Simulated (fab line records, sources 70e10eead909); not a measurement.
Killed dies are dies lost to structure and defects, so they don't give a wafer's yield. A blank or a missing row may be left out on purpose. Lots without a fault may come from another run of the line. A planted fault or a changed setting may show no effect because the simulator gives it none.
fab line records | flow nand_harc
record lots=13 wafers=39 last_day=24
route steps=1159 shown P_ZERO_WELL@56 P_STI@87 P_GATE@132 END@1159
lots that met no fault: from a run of the same line without faults
start_h: hours from the record's first day to the start of the lot's first wafer shown | wait_h: hours since the lot's step before | " the same as in the row above | L1.1+2: a row that stands for several wafers | - no value, or no start given | * or withheld: withheld | < > ~ a bound
route shown NAME@n: a module of which the file shows steps, and the number in the route of the first | usual: mean/standard deviation of fault-free wafers | same: alike in all rows | chamber/n: place in a boat | sites: the reading at each site | _std_site: their standard deviation | _edge_site: outer sites' mean less inner sites' | radius_mm: how far each site lies from the wafer's centre | mask NAME#n: copy n | behind: the tool/chamber that last shaped the wafer | hold: why the lot was held/for how many hours/how that ended | device: the transistor (n, p or np) that didn't switch | end of line: the same wafers' tests at the end of the route | a step without rows: its recipe alone | killed: dies lost to structure and defects at the first sort, not the wafer's yield | map: a wafer's dies, x killed, . not, _ none there
set.NAME: the setting as run; set.NAME@STEP: as run at that earlier step | model.NAME: the simulator's own value behind a step, which no gauge read
steps of the route over a sample of lots; a table a step, a row a wafer
services: from which hour (start_h, from the record's first day; less than 0 if before it) a tool's chamber was out of use, for how many hours, and why
## steps
# step NHARC_P_ZERO_WELL_EXPOSE_49
# recipe na=0.6 target_cd_nm=2000 dose_mj=22.64 mask_id=P_HVPW
# columns lot.wafer tool chamber start_h wait_h mask
L800.1+5+6 krf_scanner-03 0 17.79 - P_HVPW#0
L801.1+3+4 krf_scanner-04 0 23.70 - P_HVPW#0
L803.1+5+6 krf_scanner-04 0 35.63 - P_HVPW#0
L804.3+4+6 krf_scanner-03 0 41.79 - P_HVPW#0
L805.1+2+3 krf_scanner-01 0 47.76 - P_HVPW#0
L806.2+5+6 krf_scanner-01 0 53.64 - P_HVPW#0
L808.1+3+5 krf_scanner-01 0 65.79 - P_HVPW#0
L809.2+3+6 krf_scanner-01 0 72.30 - P_HVPW#0
L810.3+4+6 krf_scanner-01 0 77.51 - P_HVPW#0
L812.1+3+6 krf_scanner-03 0 89.35 - P_HVPW_R1#0
L813.3+5+6 krf_scanner-04 0 95.74 - P_HVPW#0
L822.2+5+6 krf_scanner-04 0 149.66 - P_HVPW#0
L823.3+4+5 krf_scanner-04 0 155.35 - P_HVPW#0
# step NHARC_P_ZERO_WELL_CD_MEAS_52
# recipe target_cd_nm=2000 landing_energy_ev=500
# usual cd_nm=2000.4/2.6
# columns lot.wafer tool chamber start_h wait_h cd_nm
L800.1 cd_sem-02 0 17.94 - 1999.5
L800.5 " 0 " " 2003.9
L800.6 " 0 " " 2004.5
L801.1 cd_sem-02 0 23.86 - 1998.9
L801.3 " 0 " " 2000.1
L801.4 " 0 " " 1998.8
L803.1 cd_sem-01 0 35.79 - 2003.5
L803.5 " 0 " " 2003.8
L803.6 " 0 " " 1998.9
L804.3 cd_sem-03 0 41.95 - 2000.3
L804.4 " 0 " " 1999.4
L804.6 " 0 " " 2003.2
L805.1 cd_sem-03 0 47.92 - 1998.5
L805.2 " 0 " " 2001.8
L805.3 " 0 " " 2000.0
L806.2 cd_sem-01 0 53.79 - 1999.4
L806.5 " 0 " " 2005.9
L806.6 " 0 " " 2004.0
L808.1 cd_sem-03 0 65.95 - 1998.4
L808.3 " 0 " " 2002.0
L808.5 " 0 " " 2002.4
L809.2 cd_sem-01 0 72.45 - 1997.9
L809.3 " 0 " " 2002.0
L809.6 " 0 " " 2000.7
L810.3 cd_sem-03 0 77.66 - 1998.4
L810.4 " 0 " " 2002.6
L810.6 " 0 " " 2003.4
L812.1 cd_sem-03 0 89.52 - 1702.1
L812.3 " 0 " " 1701.0
L812.6 " 0 " " 1699.0
L813.3 cd_sem-01 0 95.89 - 2004.0
L813.5 " 0 " " 2002.7
L813.6 " 0 " " 2004.3
L822.2 cd_sem-01 0 149.81 - 2000.1
L822.5 " 0 " " 1999.6
L822.6 " 0 " " 1997.4
L823.3 cd_sem-02 0 155.50 - 2000.3
L823.4 " 0 " " 2004.6
L823.5 " 0 " " 1999.5
# step NHARC_P_STI_DESCUM_14
# recipe time_s=3 o2_flow_sccm=200 ar_flow_sccm=0 bias_power_w=0 chemistry=O2
# usual drypump_motor_current_A=5.6/0.51 oes_product_au=1.006/0.013 rf_vpp_V=58.0/0.7 showerhead_plenum_p_Torr=1.95/0.059 throttle_valve_pct=11.311/0.0088
# columns lot.wafer tool chamber start_h wait_h drypump_motor_current_A oes_product_au rf_hours_counter_h rf_vpp_V showerhead_plenum_p_Torr throttle_valve_pct
L801.4 rie_diel-13 0 37.74 - 4.7 1.021 2.2 58.1 2.04 11.312
L801.3 " 1 " " 5.5 1.016 2.6 58.1 2.00 11.321
L801.1 " 2 " " 5.6 1.024 2.8 58.1 1.97 11.301
L800.1 rie_diel-09 3 37.78 - 5.2 0.994 4.2 59.2 1.90 11.319
L800.6 " 3 " " 5.2 0.995 - 56.7 1.90 11.310
L800.5 " 0 " " 6.2 1.005 - 57.7 1.84 11.296
L803.1 rie_diel-12 0 50.33 - 5.0 0.997 1.0 57.7 1.87 11.314
L803.5 " 3 " " 4.9 1.002 - 58.1 1.97 11.328
L803.6 " 0 " " 5.0 0.990 - 57.8 1.87 11.303
L804.3 rie_diel-13 3 59.33 - 5.9 0.998 3.0 58.9 2.00 11.317
L804.4 " 0 " " 4.7 1.016 2.8 58.1 2.04 11.304
L804.6 " 1 " " 5.5 1.013 - 57.5 2.00 11.316
L805.1 rie_diel-09 1 66.12 - 6.1 0.999 5.6 58.8 1.94 11.302
L805.2 " 2 " " 6.2 1.008 5.5 57.1 1.95 11.317
L805.3 " 0 " " 6.2 1.017 5.8 58.4 1.84 11.310
L806.2 rie_diel-13 3 71.27 - 5.9 1.011 3.2 58.6 2.00 11.307
L806.5 " 0 " " 4.7 1.025 - 57.8 2.04 11.321
L806.6 " 1 " " 5.5 1.017 - 57.7 2.00 11.310
L808.3 rie_diel-13 0 85.03 - 4.7 1.013 3.2 57.5 2.04 11.302
L808.1 " 2 " " 5.6 1.019 3.8 57.5 1.97 11.294
L808.5 " 3 " " 5.9 1.019 - 58.1 2.00 11.326
L809.3 rie_diel-13 0 90.97 - 4.7 1.015 3.4 58.2 2.04 11.297
L809.2 " 2 " " 5.5 1.032 4.0 58.5 1.97 11.307
L809.6 " 2 " " 5.5 1.017 - 58.0 1.97 11.311
L810.3 rie_diel-13 1 94.99 - 5.5 1.026 3.9 58.5 2.00 11.318
L810.4 " 2 " " 5.6 1.026 - 59.2 1.97 11.309
L810.6 " 0 " " 4.7 1.008 - 58.6 2.04 11.295
L812.1 rie_diel-09 0 103.96 - 6.2 0.986 0.6 58.2 1.84 11.326
L812.3 " 1 " " 6.1 0.994 0.6 57.5 1.94 11.336
L812.6 " 0 " " 6.2 1.003 - 56.6 1.84 11.310
L813.3 rie_diel-13 1 113.32 - 5.4 1.009 0.1 58.0 2.00 11.304
L813.6 " 0 " " 4.7 1.011 - 58.8 2.04 11.311
L813.5 " 2 " " 5.5 1.001 - 58.4 1.97 11.308
L823.3 rie_diel-09 2 169.57 - 6.2 1.019 3.1 58.3 1.95 11.320
L823.4 " 3 " " 5.2 0.992 2.5 58.3 1.89 11.296
L823.5 " 3 " " 5.2 1.001 - 57.2 1.89 11.317
L822.2 rie_diel-13 3 169.60 - 5.9 1.024 1.4 56.7 2.00 11.293
L822.6 " 3 " " 5.9 1.028 - 57.7 2.00 11.296
L822.5 " 0 " " 4.7 0.997 - 56.5 2.04 11.311
# step NHARC_P_GATE_DEP_103
# recipe target_thk_a=300 target_thk_nm=30 temp_c=400 flow_sccm=200 rf_w=350 material=SiON
# usual heater_power_w=789/110
# columns lot.wafer tool chamber start_h wait_h heater_power_w since_wet_clean_h
L801.1 pecvd-02 0 86.48 0.6 609 101
L801.3 " 1 " " 820 101
L801.4 " 0 " " 603 -
L800.1 pecvd-03 2 86.94 0.6 690 144
L800.6 " 1 " " 835 -
L800.5 " 0 " " 795 -
L803.1 pecvd-02 2 101.11 0.6 759 116
L803.5 " 0 " " 601 -
L803.6 " 1 " " 751 -
L804.3 pecvd-02 0 110.12 0.4 662 125
L804.4 " 0 " " 678 -
L804.6 " 1 " " 832 -
L805.2 pecvd-03 1 126.59 0.5 786 2
L805.1 " 2 " " 708 2
L805.3 " 0 " " 879 2
L806.2 pecvd-01 0 126.64 0.5 968 58
L806.6 " 2 " " 787 -
L806.5 " 0 " " 974 -
L808.1 pecvd-03 1 139.75 0.6 879 15
L808.3 " 0 " " 735 15
L808.5 " 1 " " 890 -
L809.2 pecvd-02 0 144.52 0.4 599 159
L809.3 " 2 " " 850 159
L809.6 " 0 " " 587 -
L810.3 pecvd-01 1 155.17 0.4 815 86
L810.6 " 2 " " 895 -
L810.4 " 1 " " 818 -
L812.1 pecvd-02 0 167.75 0.6 581 1
L812.3 " 1 " " 815 1
L812.6 " 1 " " 843 -
L813.3 pecvd-02 1 168.35 0.6 832 2
L813.5 " 0 " " 585 -
L813.6 " 2 " " 749 -
L823.3 pecvd-03 2 225.22 0.4 639 101
L823.5 " 1 " " 872 -
L823.4 " 2 " " 656 -
L822.2 pecvd-03 1 225.80 0.4 887 101
L822.6 " 1 " " 888 -
L822.5 " 0 " " 803 -
# step NHARC_P_GATE_OVL_MEAS_27
# usual overlay_x_nm=0.0/0.72 overlay_y_nm=0.0/0.72
# columns lot.wafer tool chamber start_h wait_h overlay_x_nm overlay_y_nm
L801.1 overlay-02 - 87.12 - -1.1 0.8
L801.3 " - " " -1.3 1.0
L801.4 " - " " -0.8 1.2
L800.1 overlay-01 - 87.55 - 0.0 0.4
L800.5 " - " " 0.1 0.5
L800.6 " - " " -0.2 0.8
L803.1 overlay-02 - 101.75 - 0.7 0.3
L803.5 " - " " 0.6 -0.2
L803.6 " - " " 0.0 0.2
L804.3 overlay-01 - 110.75 - 0.1 -0.6
L804.4 " - " " 0.0 -1.0
L804.6 " - " " -0.1 -0.4
L805.1 overlay-02 - 127.23 - 0.0 1.2
L805.2 " - " " 0.0 0.7
L805.3 " - " " -0.3 0.7
L806.2 overlay-01 - 127.41 - -0.8 -0.1
L806.5 " - " " -0.3 0.1
L806.6 " - " " -0.3 -0.1
L808.1 overlay-01 - 140.52 - -0.7 -1.9
L808.3 " - " " -0.2 -1.8
L808.5 " - " " 0.0 -2.2
L809.2 overlay-01 - 145.16 - 1.2 -0.3
L809.3 " - " " 0.7 -0.4
L809.6 " - " " 0.8 -0.4
L810.3 overlay-02 - 155.88 - 0.6 0.1
L810.4 " - " " 0.4 -0.3
L810.6 " - " " 0.4 -0.1
L812.1 overlay-01 - 168.53 - 1.2 -0.3
L812.3 " - " " 0.4 -0.2
L812.6 " - " " 0.0 -0.5
L813.3 overlay-02 - 169.09 - 0.1 -0.9
L813.5 " - " " 0.6 -0.7
L813.6 " - " " -0.3 -0.9
L823.3 overlay-01 - 225.93 - -0.8 -0.6
L823.4 " - " " -1.4 -1.4
L823.5 " - " " -1.0 -1.4
L822.2 overlay-02 - 226.57 - 0.5 -0.9
L822.5 " - " " 1.1 -0.6
L822.6 " - " " 1.7 -0.2
# step NHARC_END_SORT_01
# recipe temp_c=25
# usual killed_at_array=31/11 killed_at_other=0.5/0.78 killed_at_periphery=3.0/2 killed_dies=34/12 killed_open=3.2/2 killed_short=1.9/1.6
# same gross_dies=677
# columns lot.wafer tool chamber start_h wait_h killed_at_array killed_at_other killed_at_periphery killed_dies killed_open killed_short
L810.3 prober-01 0 498.96 3.1 16 1 4 21 2 4
L810.4 prober-01 0 499.75 3.4 17 0 4 21 1 5
L810.6 prober-01 0 501.34 4.0 16 0 5 21 3 7
L812.1 prober-01 0 510.01 2.5 13 0 135 148 3 3
L812.3 prober-01 0 511.60 3.1 20 1 143 164 3 7
L812.6 prober-01 0 513.98 4.0 17 1 140 158 3 0
# killed by level:class
L810.3 A_STAIRCASE:chamber_film_flake=5 A_CHANNEL_HOLE_D1:chamber_film_flake=4 P_ZERO_WELL:chamber_film_flake=2 A_ZERO_WELL:chamber_film_flake=2 P_CONTACT:geometric_particle:short=1 P_M0:geometric_particle:short=1 A_ONON_D1:geometric_particle:short=1 A_ONON_D1:geometric_particle:open=1
L810.4 A_CHANNEL_HOLE_D1:chamber_film_flake=5 A_CONTACT:chamber_film_flake=4 A_SLIT:chamber_film_flake=2 P_STI:geometric_particle:short=1 P_GATE:geometric_particle:short=1 P_CONTACT:geometric_particle:short=1 P_M0:geometric_particle:short=1 A_WL_FILL:geometric_particle:short=1
L810.6 A_CHANNEL_HOLE_D1:chamber_film_flake=4 A_WL_FILL:geometric_particle:short=2 A_STAIRCASE:chamber_film_flake=2 P_CONTACT:geometric_particle:open=1 P_CONTACT:geometric_particle:short=1 P_M0:geometric_particle:short=1 P_M2:geometric_particle:open=1 A_SOURCE_PLATE:geometric_particle:short=1
L812.1 P_ZERO_WELL:area_expose=131 A_CHANNEL_HOLE_D1:chamber_film_flake=4 A_CHANNEL_FILL_D1:geometric_particle:short=2 P_M1:chamber_film_flake=2 A_STAIRCASE:chamber_film_flake=2 A_CONTACT:chamber_film_flake=2 P_M1:geometric_particle:open=1 A_ONON_D1:geometric_particle:short=1
L812.3 P_ZERO_WELL:area_expose=140 A_CONTACT:chamber_film_flake=6 P_M1:chamber_film_flake=3 A_SOURCE_PLATE:geometric_particle:short=2 A_CONTACT:geometric_particle:open=2 A_CONTACT:geometric_particle:short=2 A_STAIRCASE:chamber_film_flake=2 A_CHANNEL_HOLE_D1:geometric_particle:short=1
L812.6 P_ZERO_WELL:area_expose=136 A_CONTACT:chamber_film_flake=8 A_CHANNEL_HOLE_D1:chamber_film_flake=5 P_GATE:geometric_particle:open=2 P_M1:chamber_film_flake=2 A_ZERO_WELL:chamber_film_flake=2 A_CONTACT:geometric_particle:open=1 HYBRID_BOND:chamber_film_flake=1
## services
# columns tool chamber start_h hours kind
krf_scanner-03 - -4.00 4.0 pm
krf_scanner-01 - 10.60 0.5 repair
krf_scanner-04 - 11.78 3.2 repair
rie_diel-09 - 54.98 0.5 repair
pecvd-02 2 55.02 6.1 repair
rie_diel-09 3 62.94 14.6 repair
krf_scanner-03 - 71.96 6.5 repair
pecvd-02 - 76.43 1.2 repair
rie_diel-09 - 77.10 9.0 pm
krf_scanner-01 - 84.00 4.0 pm
rie_diel-13 3 86.38 18.2 repair
krf_scanner-03 - 93.29 0.7 repair
rie_diel-09 3 94.65 11.5 repair
rie_diel-13 - 99.00 9.0 pm
pecvd-03 - 111.46 13.0 pm
pecvd-02 - 112.66 1.0 repair
krf_scanner-04 - 126.00 4.0 pm
pecvd-02 - 153.45 13.0 pm
krf_scanner-01 - 155.91 1.9 repair
pecvd-03 1 160.35 10.1 repair
rie_diel-13 1 178.72 22.5 repair
krf_scanner-01 - 190.47 0.6 repair
pecvd-03 1 199.78 1.7 repair
rie_diel-13 - 210.84 0.8 repair
## key
first_sign step=NHARC_P_ZERO_WELL_EXPOSE_49 reading=mask direction=changed
effect step=NHARC_P_ZERO_WELL_CD_MEAS_52 reading=cd_nm direction=down sigmas=99+ usual=2000.4 struck=1700.7
effect step=NHARC_END_SORT_01 reading=killed_at_periphery direction=up sigmas=68 usual=3.0 struck=139.3
more_kills_born_at NHARC_P_ZERO_WELL_EXPOSE_49@krf_scanner-03=407
met_at NHARC_P_ZERO_WELL_EXPOSE_49
struck_lots L812
tester_left_out L812
not_acting_at NHARC_P_STI_DESCUM_14,NHARC_P_GATE_DEP_103,NHARC_P_GATE_OVL_MEAS_27
onset_between 41.79 89.35
fault kind=wrong_mask tool=any chamber=- onset_h=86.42 steps=NHARC_P_ZERO_WELL_EXPOSE_49 aux_copy=P_HVPW_R1#0 cd_offset_nm=-299.66 scope=struck_lots_only
# tester_left_out: of these lots the tester's yield and bins aren't shown, on N5 and GAA mostly nor the transistor test; their killed dies are dies lost to structure and defects alone, not to doping, threshold or leakage, so they don't give the yield
